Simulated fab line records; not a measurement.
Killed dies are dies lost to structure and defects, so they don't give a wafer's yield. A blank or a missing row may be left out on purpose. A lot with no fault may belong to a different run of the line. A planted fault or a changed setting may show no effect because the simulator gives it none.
One fault through the eyes of 2 desks ; flow nand_harc ; every desk sees just its own numbers, and what lay behind them comes last

## THE METROLOGY DESK
Lot by lot, what the gauges showed, no matter which tool ran the lot: averages of those sampled wafers that carry a number. If a lot's mean is further than 4 standard deviations from the usual mean, the lot is out of limits and carries the mark OUT (the distance appears in the brackets).
Columns: A = cd_nm at NHARC_A_BONDPAD_CD_MEAS_09, usual 498.3 nm
lot;first seen here;A
L219;day 18 03:26;500.1
L220;day 18 05:14;496.6
L221;day 19 03:01;499.7
L217;day 19 05:51;497.9
L222;day 19 06:27;497.9
L223;day 20 02:33;497.1
L227;day 21 04:52;495.7
L228;day 21 16:43;499.8
L233;day 21 17:40;502.6
L236;day 22 17:38;496.9
L237;day 23 11:04;499.2
L238;day 23 14:55;497.7
L239;day 23 15:35;498.4
Finding of this desk: none of the 13 lots has anything out of limits.

## TOOL OWNER'S DESK, pecvd-01
The tool's own readings at NHARC_A_CONTACT_DEP_24 (deposits SiO2, target thk 500 nm): means of the sampled wafers that have a number, for each lot that ran on this tool. If a lot's mean is further than 4 standard deviations from the usual mean, the lot is out of limits and carries the mark OUT (the distance appears in the brackets).
Columns: A = heater_power_w at NHARC_A_CONTACT_DEP_24, usual 529 W; B = throttle_valve_pct at NHARC_A_CONTACT_DEP_24, usual 15.6 %
lot;first seen here;A;B
L220;day 16 14:14;436;15.7
L217;day 17 04:29;621;15.5
L222;day 17 12:34;486;15.5
L227;day 19 10:48;404;15.6
L233;day 19 21:59;481;15.5
L236;day 20 19:12;597;15.4
L237;day 21 06:37;419;15.8
L238;day 21 13:31;388;15.8
Finding of this desk: none of the 8 lots has anything out of limits.

## BROUGHT TOGETHER
Metrology desk: nothing out of limits seen.
The desk of the tool owner found nothing out of limits.

## WHAT WAS PUT IN BY THE SIMULATOR
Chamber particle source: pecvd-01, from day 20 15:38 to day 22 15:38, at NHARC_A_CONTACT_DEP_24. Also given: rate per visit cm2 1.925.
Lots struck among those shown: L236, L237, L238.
